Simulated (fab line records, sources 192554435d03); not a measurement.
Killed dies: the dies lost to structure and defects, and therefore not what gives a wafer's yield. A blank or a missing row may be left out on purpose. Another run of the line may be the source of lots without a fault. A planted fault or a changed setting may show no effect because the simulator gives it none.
fab line records	flow n5Finfet
record: lots: 8	wafers: 24	lastDay: 16
route steps=1938 shown FIN_SAQP@94 FIN_CUT@165 BEOL_M4@1111 PASSIVATION@1936
lots that met no fault: taken from a fault-free run of the same line
startH: hours from the record's opening day to when the first of the lot's shown wafers began	waitH: hours from the lot's prior step to this one	" as in the row above	L1.1+2: several wafers, shown together as one row	- either no value or no given start	* or withheld: withheld	< > ~ a bound
route shown NAME@n: names a module that has steps shown in the file, with the first one's number in the route	usual: mean/standard deviation of fault-free wafers	same: alike in all rows	chamber/n: place in a boat	sites: each site's reading	_std_site: standard deviation of those values	_edge_site: inner sites' mean taken away from outer sites' mean	radiusMm: for every site, how far away it sits from the centre of the wafer	mask NAME#n: copy n	behind: the tool/chamber that last shaped the wafer	hold: the reason the lot was held/the length of the hold in hours/how it ended	device: which transistor (n, p or np) failed to switch	end of line: tests of these same wafers at the route's end	for a step that has no rows: nothing shown but its recipe	killed: at the first sort, the dies lost to defects and structure; wafer yield is something else	map: a wafer's dies, x killed, . not, _ none there
set.NAME: the setting as run; set.NAME@STEP: as run at that earlier step	model.NAME: the simulator's own value behind a step, which no gauge read
the route's steps for a sample of lots (tables are steps, rows are wafers)
services: a tool's chamber out of use, with start hour (startH, from the record's first day; less than 0 if before it), hours out, and reason
== steps ==
step: N5_FIN_SAQP_ALD_61
recipe: material: SiO2	targetThkA: 40	tempC: 300	aldPrecursorFamily: BDEAS	aldCoReactant: O2-plasma	pulseTimeS: 1	purgeTimeS: 2	coReactantPurgeTimeS: 2	aldCycles: 43	pressureTorr: 2
usual: heaterPowerW: 506/43	precursorPulseHeightRel: 0.999/0.019
lot.wafer	tool	chamber	startH	waitH	heaterPowerW	precursorPulseHeightRel
L937.1	aldSin-02	1	32.75	0.0	544	0.992
L937.2	"	3	"	"	503	0.961
L937.4	"	0	"	"	535	1.002
L938.2	aldSin-02	1	38.93	0.2	530	1.004
L938.5	"	1	"	"	533	0.970
L938.6	"	0	"	"	527	0.987
L939.3	aldSin-04	0	44.05	0.2	537	0.983
L939.5	"	2	"	"	562	1.007
L939.6	"	1	"	"	469	1.006
L945.2	aldSin-02	0	80.39	0.0	522	1.006
L945.3	"	2	"	"	547	1.023
L945.6	"	0	"	"	522	0.985
L947.1	aldSin-02	2	93.81	0.0	532	1.003
L947.2	"	3	"	"	510	1.032
L947.3	"	1	"	"	536	0.976
L950.1	aldSin-01	1	109.92	0.0	462	0.985
L950.2	"	2	"	"	443	0.997
L950.5	"	1	"	"	468	0.987
L951.3	aldSin-01	3	116.17	0.0	414	0.993
L951.5	"	3	"	"	425	0.970
L951.6	"	2	"	"	458	0.979
L952.2	aldSin-02	0	122.85	0.4	535	1.001
L952.4	"	3	"	"	511	0.982
L952.5	"	1	"	"	529	1.004
step: N5_FIN_SAQP_HM_DEP_03
recipe: material: SiNx	targetThkA: 380	tempC: 400	precursor: SiH4/NH3/N2	pressureTorr: 1.5	rfW: 300	timeS: 33.6
usual: heaterPowerW: 812/98	showerheadPlenumPTorr: 5.15/0.066	throttleValvePct: 39.4/1.3
lot.wafer	tool	chamber	startH	waitH	heaterPowerW	showerheadPlenumPTorr	throttleValvePct
L937.1	pecvd-03	0	33.32	0.2	945	5.15	40.4
L937.2	"	2	"	"	833	5.07	38.3
L937.4	"	1	"	"	805	5.26	39.8
L938.2	pecvd-04	0	39.53	0.2	963	5.17	40.0
L938.5	"	0	"	"	965	5.17	39.9
L938.6	"	1	"	"	731	5.06	41.3
L939.3	pecvd-02	1	44.50	0.2	608	5.10	38.4
L939.5	"	1	"	"	600	5.08	38.3
L939.6	"	0	"	"	878	5.18	40.7
L945.2	pecvd-03	1	80.92	0.2	821	5.26	40.1
L945.3	"	2	"	"	767	5.05	38.6
L945.6	"	2	"	"	749	5.07	38.5
L947.1	pecvd-02	1	94.24	0.2	597	5.10	38.3
L947.2	"	0	"	"	871	5.18	40.9
L947.3	"	2	"	"	716	5.18	37.4
L950.1	pecvd-02	1	110.34	0.2	690	5.08	38.5
L950.2	"	0	"	"	754	5.17	41.0
L950.5	"	1	"	"	685	5.09	38.6
L951.3	pecvd-03	1	116.64	0.2	789	5.24	39.9
L951.5	"	0	"	"	954	5.16	40.5
L951.6	"	1	"	"	801	5.27	39.8
L952.2	pecvd-03	0	123.40	0.2	840	5.14	40.7
L952.4	"	2	"	"	813	5.06	38.6
L952.5	"	2	"	"	832	5.05	38.7
step: N5_FIN_SAQP_INSPECT_18
recipe: mode: adi	inspectInstrument: brightfield
usual: rawDefectCount: 414/130
lot.wafer	tool	chamber	startH	waitH	rawDefectCount
L937.1	defectInspect-01	-	34.10	0.0	564
L937.2	"	-	"	"	276
L937.4	"	-	"	"	364
L938.2	defectInspect-01	-	40.42	0.0	307
L938.5	"	-	"	"	435
L938.6	"	-	"	"	602
L939.3	defectInspect-02	-	45.34	0.0	399
L939.5	"	-	"	"	453
L939.6	"	-	"	"	469
L945.2	defectInspect-02	-	81.63	0.0	808
L945.3	"	-	"	"	593
L945.6	"	-	"	"	610
L947.1	defectInspect-02	-	94.96	0.0	332
L947.2	"	-	"	"	248
L947.3	"	-	"	"	305
L950.1	defectInspect-02	-	111.06	0.0	429
L950.2	"	-	"	"	886
L950.5	"	-	"	"	357
L951.3	defectInspect-02	-	117.48	0.0	382
L951.5	"	-	"	"	453
L951.6	"	-	"	"	470
L952.2	defectInspect-02	-	124.29	0.0	395
L952.4	"	-	"	"	413
L952.5	"	-	"	"	361
step: N5_FIN_SAQP_ETCH_51
recipe: chemistry: CF4	target: SiARC	targetDepthA: 455	maskMaterial: CAR-ArF	timeS: 75.8	ionEnergyEv: 80	pressureMtorr: 40	sourceW: 545	biasW: 36	Ar_flow_sccm: 100	cf4FlowSccm: 100	ends: cleared
usual: drypumpMotorCurrentA: 5.8/0.36	etchRfOnTimeS: 76.2/1.1	oesProductAu: 0.65/0.061	rfVppV: 183.7/1.1	showerheadPlenumPTorr: 2.11/0.054	throttleValvePct: 15.74/0.22
lot.wafer	tool	chamber	startH	waitH	drypumpMotorCurrentA	etchRfOnTimeS	oesProductAu	rfHoursCounterH	rfVppV	showerheadPlenumPTorr	throttleValvePct
L937.1	rieDiel-06	1	34.17	0.0	6.0	75.5	0.67	116	186.3	2.15	15.71
L937.2	"	2	"	"	5.9	74.8	0.61	219	183.5	2.12	15.55
L937.4	"	3	"	"	6.2	74.6	0.69	119	182.4	2.08	15.62
L938.2	rieDiel-06	0	40.49	0.0	5.8	76.9	0.59	230	184.6	2.12	15.89
L938.5	"	3	"	"	6.2	75.5	0.68	-	183.4	2.08	15.61
L938.6	"	0	"	"	5.8	76.4	0.58	-	183.9	2.12	15.89
L939.3	rieDiel-02	0	45.41	0.0	5.9	77.5	0.64	168	183.1	2.05	15.67
L939.5	"	3	"	"	6.1	74.2	0.64	-	183.6	2.06	16.08
L939.6	"	2	"	"	6.1	76.0	0.67	-	184.8	2.23	15.97
L945.2	rieDiel-02	1	81.70	0.0	5.0	76.1	0.64	153	181.2	2.07	15.58
L945.3	"	2	"	"	6.2	75.9	0.66	152	184.8	2.22	15.97
L945.6	"	3	"	"	6.1	75.8	0.63	-	183.5	2.06	16.11
L947.1	rieDiel-06	2	95.03	0.0	5.9	77.4	0.59	239	184.7	2.11	15.59
L947.2	"	1	"	"	6.0	77.1	0.64	136	184.1	2.14	15.72
L947.3	"	0	"	"	5.8	77.1	0.57	247	183.9	2.11	15.94
L950.1	rieDiel-05	1	111.20	0.0	5.1	76.0	0.58	250	184.0	2.10	15.77
L950.2	"	3	"	"	5.7	74.7	0.63	194	182.1	2.13	15.69
L950.5	"	0	"	"	5.6	74.3	0.76	-	183.0	2.09	15.39
L951.3	rieDiel-06	1	117.55	0.0	6.0	76.5	0.64	144	183.5	2.14	15.75
L951.5	"	3	"	"	6.2	76.0	0.66	-	184.3	2.07	15.69
L951.6	"	1	"	"	6.0	77.0	0.64	-	183.6	2.14	15.77
L952.2	rieDiel-06	2	124.36	0.0	5.9	76.2	0.58	249	183.8	2.11	15.61
L952.4	"	2	"	"	5.9	75.9	0.59	-	182.6	2.11	15.60
L952.5	"	3	"	"	6.2	76.1	0.66	-	182.6	2.07	15.68
step: N5_FIN_SAQP_MANDREL_ETCH_22
recipe: targetDepthA: 600	chemistry: HBr/Cl2	target: a-Si	stopOn: SiNx	btTimeS: 10	overEtchFrac: 0.5	timeS: 30	pressureMtorr: 10	icpW: 800	biasW: 75	HBr_flow_sccm: 150	Cl2_flow_sccm: 80	ends: endPoint
usual: drypumpMotorCurrentA: 5.6/0.54	oesProductAu: 0.767/0.014	throttleValvePct: 35.31/0.2
same: btTimeS: 10
lot.wafer	tool	chamber	startH	waitH	drypumpMotorCurrentA	oesProductAu	rfHoursCounterH	throttleValvePct
L937.1	rieSi-05	1	34.42	0.0	5.2	0.778	166	35.08
L937.2	"	0	"	"	5.7	0.766	104	35.00
L937.4	"	2	"	"	6.0	0.777	48	35.31
L938.2	rieSi-01	2	40.74	0.0	6.0	0.763	113	35.57
L938.5	"	1	"	"	4.7	0.749	-	35.47
L938.6	"	0	"	"	6.4	0.800	-	35.44
L939.3	rieSi-01	2	45.66	0.0	6.0	0.758	114	35.56
L939.5	"	3	"	"	6.3	0.776	-	35.49
L939.6	"	1	"	"	4.7	0.765	-	35.45
L945.2	rieSi-03	2	81.95	0.0	5.3	0.751	83	35.16
L945.3	"	0	"	"	5.3	0.781	3	35.64
L945.6	"	1	"	"	6.2	0.770	-	35.31
L947.1	rieSi-05	3	95.28	0.0	5.2	0.761	50	35.11
L947.2	"	1	"	"	5.2	0.779	167	35.07
L947.3	"	2	"	"	5.9	0.768	49	35.30
L950.1	rieSi-03	2	111.44	0.0	5.3	0.761	83	35.16
L950.2	"	3	"	"	4.9	0.761	26	35.24
L950.5	"	1	"	"	6.3	0.765	-	35.32
L951.3	rieSi-05	0	117.79	0.0	5.7	0.754	105	35.03
L951.5	"	3	"	"	5.2	0.760	-	35.13
L951.6	"	0	"	"	5.7	0.759	-	35.01
L952.2	rieSi-01	2	124.61	0.0	6.0	0.746	115	35.59
L952.4	"	1	"	"	4.7	0.733	66	35.49
L952.5	"	3	"	"	6.3	0.763	-	35.49
step: N5_FIN_SAQP_INSPECT_40
recipe: inspectInstrument: brightfield	mode: aei
usual: rawDefectCount: 231/64
lot.wafer	tool	chamber	startH	waitH	rawDefectCount
L937.1	defectInspect-01	-	38.35	0.0	260
L937.2	"	-	"	"	170
L937.4	"	-	"	"	202
L938.2	defectInspect-02	-	45.03	0.0	165
L938.5	"	-	"	"	212
L938.6	"	-	"	"	244
L939.3	defectInspect-01	-	49.90	0.0	153
L939.5	"	-	"	"	178
L939.6	"	-	"	"	149
L945.2	defectInspect-02	-	86.10	0.0	233
L945.3	"	-	"	"	381
L945.6	"	-	"	"	373
L947.1	defectInspect-02	-	99.69	0.0	322
L947.2	"	-	"	"	229
L947.3	"	-	"	"	239
L950.1	defectInspect-02	-	116.08	0.0	343
L950.2	"	-	"	"	753
L950.5	"	-	"	"	243
L951.3	defectInspect-01	-	122.22	0.0	252
L951.5	"	-	"	"	227
L951.6	"	-	"	"	293
L952.2	defectInspect-01	-	128.98	0.0	276
L952.4	"	-	"	"	359
L952.5	"	-	"	"	225
step: N5_FIN_CUT_INSPECT_10
recipe: mode: adi	inspectInstrument: brightfield
usual: rawDefectCount: 42/13
lot.wafer	tool	chamber	startH	waitH	rawDefectCount
L937.1	defectInspect-02	-	38.74	0.1	37
L937.2	"	-	"	"	30
L937.4	"	-	"	"	33
L938.2	defectInspect-01	-	45.55	0.0	48
L938.5	"	-	"	"	61
L938.6	"	-	"	"	41
L939.3	defectInspect-02	-	50.42	0.0	28
L939.5	"	-	"	"	29
L939.6	"	-	"	"	28
L945.2	defectInspect-02	-	86.49	0.0	41
L945.3	"	-	"	"	65
L945.6	"	-	"	"	80
L947.1	defectInspect-02	-	100.20	0.1	57
L947.2	"	-	"	"	43
L947.3	"	-	"	"	37
L950.1	defectInspect-01	-	116.60	0.1	62
L950.2	"	-	"	"	455
L950.5	"	-	"	"	37
L951.3	defectInspect-01	-	122.61	0.0	40
L951.5	"	-	"	"	42
L951.6	"	-	"	"	60
L952.2	defectInspect-01	-	129.38	0.0	42
L952.4	"	-	"	"	78
L952.5	"	-	"	"	51
step: N5_FIN_CUT_INSPECT_17
recipe: inspectInstrument: brightfield	mode: aei
usual: rawDefectCount: 234/65
lot.wafer	tool	chamber	startH	waitH	rawDefectCount
L937.1	defectInspect-02	-	39.75	0.0	236
L937.2	"	-	"	"	166
L937.4	"	-	"	"	197
L938.2	defectInspect-01	-	46.63	0.0	189
L938.5	"	-	"	"	251
L938.6	"	-	"	"	260
L939.3	defectInspect-02	-	51.37	0.0	153
L939.5	"	-	"	"	172
L939.6	"	-	"	"	133
L945.2	defectInspect-02	-	87.43	0.0	241
L945.3	"	-	"	"	383
L945.6	"	-	"	"	377
L947.1	defectInspect-01	-	101.19	0.0	365
L947.2	"	-	"	"	259
L947.3	"	-	"	"	245
L950.1	defectInspect-01	-	117.58	0.0	354
L950.2	"	-	"	"	783
L950.5	"	-	"	"	286
L951.3	defectInspect-01	-	123.56	0.0	262
L951.5	"	-	"	"	236
L951.6	"	-	"	"	307
L952.2	defectInspect-02	-	130.32	0.0	232
L952.4	"	-	"	"	326
L952.5	"	-	"	"	213
step: N5_BEOL_M4_RC_MEAS_101
usual: DIBL_N: 36.4/1.3	DIBL_P: 36.5/1.7	IOFF_N: 0.154/0.022	IOFF_P: 0.202/0.025	ION_N: 671/9.8	ION_P: 460/6.8	SS_N: 71.6/0.54	SS_P: 73.4/0.58	VT_N: 250.9/2.8	VT_P: -251.4/2.7
lot.wafer	tool	chamber	startH	waitH	DIBL_N[mV/V]	DIBL_P[mV/V]	IOFF_N[nA/um]	IOFF_P[nA/um]	ION_N[uA/um]	ION_P[uA/um]	SS_N[mV/dec]	SS_P[mV/dec]	VT_N[mV]	VT_P[mV]
L937.1	prober-02	0	175.60	0.0	37.7	38.0	0.170	0.216	667	457	71.6	74.3	249.1	-252.6
L937.2	"	0	"	"	34.9	34.4	0.125	0.167	657	453	70.8	73.3	255.3	-256.2
L937.4	"	0	"	"	37.6	37.3	0.170	0.201	672	456	71.3	74.2	251.2	-253.2
L939.3	prober-02	0	178.10	0.3	36.4	36.5	0.135	0.171	662	448	70.7	72.7	251.5	-255.8
L939.5	"	0	"	"	38.7	38.8	0.172	0.203	678	453	71.6	74.2	247.7	-253.6
L939.6	"	0	"	"	38.6	38.8	0.176	0.202	676	450	71.8	73.7	247.2	-253.1
L938.2	prober-02	0	182.20	0.2	39.3	38.5	0.174	0.185	669	447	72.4	74.5	252.2	-256.8
L938.5	"	0	"	"	36.8	36.2	0.132	0.155	662	446	71.7	72.9	253.1	-256.9
L938.6	"	0	"	"	35.7	34.4	0.116	0.142	657	444	71.4	73.5	258.6	-256.9
L945.2	prober-01	0	220.87	0.2	37.0	36.6	0.162	0.231	680	472	71.5	73.0	248.9	-249.5
L945.3	"	0	"	"	36.2	35.5	0.148	0.208	674	463	71.1	72.7	249.8	-251.7
L945.6	"	0	"	"	35.5	34.2	0.134	0.188	671	462	71.2	71.7	249.6	-250.8
L947.1	prober-01	0	230.23	0.0	35.9	38.8	0.157	0.192	673	458	71.7	73.6	249.1	-254.4
L947.2	"	0	"	"	35.8	39.1	0.153	0.191	665	458	71.6	73.8	251.6	-251.8
L947.3	"	0	"	"	35.6	38.8	0.147	0.182	672	452	71.8	73.1	252.3	-254.5
L950.1	prober-01	0	261.24	0.0	37.2	35.4	0.176	0.210	665	452	72.6	73.9	250.9	-251.1
L950.2	"	0	"	"	35.0	34.6	0.140	0.197	667	457	72.0	73.3	252.5	-249.8
L950.5	"	0	"	"	36.2	35.3	0.156	0.205	663	456	71.8	73.6	250.5	-248.8
L951.3	prober-01	0	265.63	0.3	33.6	33.9	0.125	0.181	662	457	70.7	72.4	255.2	-250.4
L951.5	"	0	"	"	34.6	35.4	0.136	0.197	671	463	71.0	73.3	252.1	-249.0
L951.6	"	0	"	"	35.3	36.2	0.144	0.205	667	457	71.8	73.4	253.1	-250.7
L952.2	prober-01	0	268.42	0.2	34.8	34.5	0.125	0.172	655	449	71.9	72.9	256.1	-255.7
L952.4	"	0	"	"	35.5	35.5	0.136	0.194	660	458	71.4	73.9	254.0	-254.8
L952.5	"	0	"	"	36.8	36.3	0.145	0.209	659	458	71.2	73.0	250.3	-253.4
step: N5_PASSIVATION_PROBE_49
usual: defectLimitedYield: 91.1/1.3	killed_at_M0_to_M3: 34/10	killed_at_M4_up: 14/5.7	killedAtContacts: 12/5.9	killedAtFrontEnd: 41/12	killedAtOther: 4/3.1	killedDies: 105/15	killedOnRim: 14/4.2	killedOpen: 69/11	killedShort: 35/7.8	sort_bin_5_function: 5.3/0.81	sort_bin_6_memory: 3.3/0.75	sortNPass: 1075/15	sortYieldPct: 91.1/1.3
same: grossDies: 1180	killedAtBackSide: 0	sort_bin_4_leakage[%]: 0	sort_bin_8_speed[%]: 0
lot.wafer	tool	chamber	startH	waitH	defectLimitedYield[%]	killed_at_M0_to_M3	killed_at_M4_up	killedAtContacts	killedAtFrontEnd	killedAtOther	killedDies	killedOnRim	killedOpen	killedShort	sort_bin_5_function[%]	sort_bin_6_memory[%]	sortNPass	sortYieldPct[%]
L951.3	prober-02	-	363.68	0.1	92.4	25	9	8	41	7	90	11	67	22	4.5	3.0	1090	92.4
L951.5	prober-02	-	363.78	0.2	91.5	34	9	16	39	2	100	16	77	22	4.7	3.6	1080	91.5
L950.1	prober-02	-	368.49	0.4	91.3	38	20	9	36	0	103	18	66	37	5.6	3.0	1077	91.3
L950.2	prober-02	-	368.54	0.4	82.9	25	20	17	140	0	202	11	60	26	10.8	4.8	978	82.9
L950.5	prober-02	-	368.69	0.6	91.3	15	12	12	61	3	103	12	66	34	5.0	3.3	1077	91.3
killed by level:class
L951.3 STI_FIN_REVEAL:geometricParticle:open=11 BEOL_M3:geometricParticle:open=10 MOL_CONTACT_COAG:geometricParticle:open=6 FIN_SAQP:geometricParticle:open=5 ILD0:geometricParticle:open=5 BEOL_M1:geometricParticle:open=4 STI_FIN_REVEAL:geometricParticle:short=3 BEOL_M4:geometricParticle:open=3
L951.5 STI_FIN_REVEAL:geometricParticle:open=13 MOL_CONTACT_COAG:geometricParticle:open=13 BEOL_M3:geometricParticle:open=13 FIN_SAQP:geometricParticle:open=9 BEOL_M1:geometricParticle:open=6 BEOL_M0_SAQP:geometricParticle:open=5 FIN_SAQP:geometricParticle:short=4 ILD0:geometricParticle:short=4
L950.1 BEOL_M2:geometricParticle:open=11 BEOL_M4:geometricParticle:open=9 BEOL_M1:geometricParticle:open=8 BEOL_M0_SAQP:geometricParticle:open=7 FIN_SAQP:geometricParticle:short=6 MOL_CONTACT_COAG:geometricParticle:open=6 BEOL_M0_SAQP:geometricParticle:short=6 FIN_SAQP:geometricParticle:open=5
L950.2 FIN_SAQP:unspecified=114 MOL_CONTACT_COAG:geometricParticle:open=15 STI_FIN_REVEAL:geometricParticle:open=8 BEOL_M4:geometricParticle:open=8 BEOL_M1:geometricParticle:open=7 ILD0:geometricParticle:short=6 BEOL_M0_SAQP:geometricParticle:short=6 BEOL_M2:geometricParticle:open=5
L950.5 FIN_SAQP:geometricParticle:open=10 STI_FIN_REVEAL:geometricParticle:open=9 BEOL_M4:geometricParticle:open=9 MOL_CONTACT_COAG:geometricParticle:open=9 FIN_SAQP:geometricParticle:short=7 GATE_CUT:geometricParticle:open=7 STARTING-WAFER:geometricParticle:short=7 DUMMY_GATE:geometricParticle:open=6
== services ==
tool	chamber	startH	hours	kind
aldSin-02	-	29.58	1.3	repair
rieDiel-02	-	35.44	0.6	repair
pecvd-04	-	35.59	0.3	repair
pecvd-03	-	36.11	0.6	repair
rieDiel-02	0	38.20	4.3	repair
rieDiel-05	0	40.26	8.8	repair
rieSi-03	-	43.37	0.7	repair
rieSi-01	0	43.95	3.1	repair
aldSin-04	-	54.85	1.3	repair
aldSin-01	3	57.12	31.8	repair
rieSi-05	3	63.13	4.8	repair
rieDiel-05	0	67.15	3.7	repair
rieSi-05	-	76.48	2.8	pm
pecvd-03	-	84.18	0.7	repair
aldSin-01	-	85.25	14.0	pm
rieDiel-02	2	90.82	4.3	repair
rieDiel-06	0	102.20	-	clean
rieDiel-06	0	102.20	-	consumableReplace:focusRing
rieDiel-06	0	102.20	26.8	scheduledDown
pecvd-04	-	110.67	40.2	repair
pecvd-03	-	113.55	1.0	repair
rieDiel-05	3	117.14	1.4	repair
pecvd-03	1	117.22	11.6	repair
aldSin-01	0	123.97	5.6	repair
== key ==
firstSign: step: N5_FIN_SAQP_INSPECT_18	reading: rawDefectCount	direction: up	sigmas: 3.5	usual: 414	struck: 886
effect: step: N5_FIN_SAQP_INSPECT_40	reading: rawDefectCount	direction: up	sigmas: 8.1	usual: 231	struck: 753
effect: step: N5_FIN_CUT_INSPECT_10	reading: rawDefectCount	direction: up	sigmas: 32	usual: 42	struck: 455
effect: step: N5_FIN_CUT_INSPECT_17	reading: rawDefectCount	direction: up	sigmas: 8.5	usual: 234	struck: 783
effect: step: N5_PASSIVATION_PROBE_49	reading: killedAtFrontEnd	direction: up	sigmas: 8.1	usual: 41	struck: 140
moreKillsBornAt: N5_FIN_SAQP_HM_DEP_03@pecvd-02: 114
metAt N5_FIN_SAQP_HM_DEP_03
struckLots L950
struckWafers L950.2
notActingAt N5_FIN_SAQP_ALD_61,N5_FIN_SAQP_ETCH_51,N5_FIN_SAQP_MANDREL_ETCH_22
onsetBetween 94.24 110.34
fault: kind: chamberParticleSource	tool: pecvd-02	chamber: 0	onsetH: 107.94	steps: N5_FIN_SAQP_HM_DEP_03	ratePerVisitCm2: 0.56854	endH: 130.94
